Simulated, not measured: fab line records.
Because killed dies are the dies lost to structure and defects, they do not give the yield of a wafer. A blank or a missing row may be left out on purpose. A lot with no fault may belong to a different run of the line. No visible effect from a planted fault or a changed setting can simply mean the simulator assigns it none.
A lot that was struck, set against a sound lot / flow nand_harc / 38 steps out of a route of 1302
Sound: the wafers L120.2, L120.3, L120.6. Struck: wafers L123.3, L123.5. (L123.4 of the same lot was not struck and is left out.) The cause comes at the end.
At each step with rows: each side's tool, then ch and its chambers, then its first start. Under that, the readings that differ: sound wafers / struck wafers / difference of the means / sigmas: that difference in standard deviations of wafers without a fault.
alike: words and numbers the same on both sides, and readings whose means are apart by under 2 such deviations; not compared: readings that were withheld, readings missing a value for some wafer, numbers with overlapping values and no deviation given by the record, and bounds like >300 which may hide the same value.
Wherever a step has rows on one side only, a row that says differs or no value, or a row with sigmas, the two part there. When numbers do not overlap yet have no deviation, they are printed without sigmas and do not part them. A reading that every wafer of one side lacks parts them only if that side has two wafers or more.

first, 8 steps without rows for these wafers: NHARC_A_CHANNEL_HOLE_D2_PEB_08 (peb time 65 s); NHARC_A_CHANNEL_HOLE_D2_DEVELOP_09 (develop time 35 s); NHARC_A_CHANNEL_HOLE_D2_DESCUM_15 (chemistry O2, time 3 s); NHARC_A_CHANNEL_HOLE_D2_ETCH_38 (etches the open film in CF4, target depth 39 nm, time 65 s); NHARC_A_CHANNEL_HOLE_D2_ETCH_39 (etches the open film in N2/H2, target depth 260 nm, time 325 s); NHARC_A_CHANNEL_HOLE_D2_ETCH_34 (etches the open film in CF4/CHF3, target depth 154 nm, time 77 s); NHARC_A_CHANNEL_HOLE_D2_ETCH_16 (etches the open film in O2/COS, target depth 3100 nm, time 806 s); NHARC_A_CHANNEL_HOLE_D2_ETCH_19 (etches the open film in C4F8/O2/Ar, time 34.5 s).
NHARC_A_CHANNEL_HOLE_D2_ETCH_20: etches the open film in C4F8/O2/Ar, time 361.9 s, target depth 1600 nm.
  sound on har_etch-01 ch 0,1, day 15 08:39; struck on har_etch-01 ch 0, day 17 11:43
  alike: drypump_motor_current_A, showerhead_plenum_p_Torr, throttle_valve_pct
  not compared: rf_hours_counter_h
then, 14 steps without rows for these wafers: NHARC_A_CHANNEL_HOLE_D2_ETCH_21 (etches the open film in C4F8/O2/Ar, time 514.3 s, target depth 1600 nm); NHARC_A_CHANNEL_HOLE_D2_ETCH_22 (etches the open film in C4F8/O2/Ar, time 666.7 s, target depth 1600 nm); NHARC_A_CHANNEL_HOLE_D2_ETCH_23 (etches the open film in C4F8/O2/Ar, time 819 s, target depth 1600 nm); NHARC_A_CHANNEL_HOLE_D2_ETCH_24 (etches the open film in C4F8/O2/Ar, time 906.2 s, target depth 1500 nm); NHARC_A_CHANNEL_HOLE_D2_ETCH_25 (etches the open film in C4F8/O2/Ar, time 1040.2 s, target depth 1500 nm); NHARC_A_CHANNEL_HOLE_D2_ETCH_26 (etches the open film in C4F8/O2/Ar, time 224.1 s, target depth 300 nm); NHARC_A_CHANNEL_HOLE_D2_ETCH_27 (etches the open film in C4F8/O2/Ar, time 90 s, target depth 400 nm); NHARC_A_CHANNEL_HOLE_D2_STRIP_41 (strips in N2/H2); NHARC_A_CHANNEL_HOLE_D2_STRIP_42 (strips in CF4/CHF3); NHARC_A_CHANNEL_HOLE_D2_STRIP_43 (strips in O2/COS); NHARC_A_CHANNEL_HOLE_D2_ETCH_44 (etches the open film in CF4/O2, target depth 140 nm, overetch 14 nm, time 77 s); NHARC_A_CHANNEL_HOLE_D2_STRIP_28 (strips in O2); NHARC_A_CHANNEL_HOLE_D2_PRECLEAN_29 (cleans in SC1); NHARC_A_CHANNEL_HOLE_D2_SRD_30.
NHARC_A_CHANNEL_HOLE_D2_XSEM_32:
  sound on xsem-01 ch 0, day 15 14:09; struck on xsem-01 ch 0, day 17 17:14
reading=bow_nm (nm); sound=8.73 8.68 8.75; struck=23.48 23.72; difference=+14.88; sigmas=+62
  alike: bot_cd_nm, tilt_deg
then, 12 steps without rows for these wafers: NHARC_A_CHANNEL_FILL_D2_PRECLEAN_00 (cleans in SC1); NHARC_A_CHANNEL_FILL_D2_SRD_01; NHARC_A_CHANNEL_FILL_D2_ALD_02 (deposits SiO2, target thk 6 nm, pulse time 10 s, ald cycles 60); NHARC_A_CHANNEL_FILL_D2_ALD_03 (deposits SiNx, target thk 6 nm, pulse time 60 s, ald cycles 58); NHARC_A_CHANNEL_FILL_D2_ALD_14 (deposits SiO2, target thk 2.5 nm, pulse time 10 s, ald cycles 25); NHARC_A_CHANNEL_FILL_D2_ALD_15 (deposits SiNx, target thk 2 nm, pulse time 60 s, ald cycles 19); NHARC_A_CHANNEL_FILL_D2_ALD_16 (deposits SiO2, target thk 1.5 nm, pulse time 10 s, ald cycles 15); NHARC_A_CHANNEL_FILL_D2_ANNEAL_17 (time 1800 s); NHARC_A_CHANNEL_FILL_D2_CVD_18 (deposits poly-Si, target thk 3 nm); NHARC_A_CHANNEL_FILL_D2_ETCHBACK_19 (etches the open film in HBr/Cl2, target depth 5 nm, time 1.7 s); NHARC_A_CHANNEL_FILL_D2_ETCHBACK_20 (etches the open film in C4F8/O2/Ar, target depth 27 nm, time 13.5 s); NHARC_A_CHANNEL_FILL_D2_STRIP_28 (strips in O2, time 20 s).
-- record jumps: 11 days between struck wafers' starts before vs after; left off in module A_CHANNEL_FILL_D2, resumes in module END, first step shown is number 1301 of the route --
NHARC_END_WLT_00:
  sound on prober-01, day 25 23:57; struck on prober-01, day 28 13:37
reading=VT_DECK2_MEDIAN_NEAR_BOTTOM; sound=0.870 0.873 0.867; struck=0.914 0.912; difference=+0.043; sigmas=+6
reading=VT_DECK2_MEDIAN_NEAR_BOTTOM_INNER; sound=0.866 0.859 0.865; struck=0.913 0.909; difference=+0.048; sigmas=+6
reading=VT_DECK2_MIDDLE; sound=0.884 0.871 0.874; struck=0.887 0.894; difference=+0.014; sigmas=+2
  alike: VT_DECK1_BOTTOM, VT_DECK1_BOTTOM_INNER, VT_DECK1_MEDIAN_NEAR_BOTTOM, VT_DECK1_MEDIAN_NEAR_BOTTOM_INNER, VT_DECK1_MIDDLE, VT_DECK1_MIDDLE_INNER, VT_DECK1_TOP, VT_DECK1_TOP_INNER, VT_DECK2_BOTTOM, VT_DECK2_BOTTOM_INNER, VT_DECK2_MIDDLE_INNER, VT_DECK2_TOP, VT_DECK2_TOP_INNER
then, 1 step without rows for these wafers: NHARC_END_SORT_01.

## WHERE THEY PART
Last at NHARC_END_WLT_00 as far as this record goes, first at NHARC_A_CHANNEL_HOLE_D2_XSEM_32.

WHY: whatever the simulator had introduced
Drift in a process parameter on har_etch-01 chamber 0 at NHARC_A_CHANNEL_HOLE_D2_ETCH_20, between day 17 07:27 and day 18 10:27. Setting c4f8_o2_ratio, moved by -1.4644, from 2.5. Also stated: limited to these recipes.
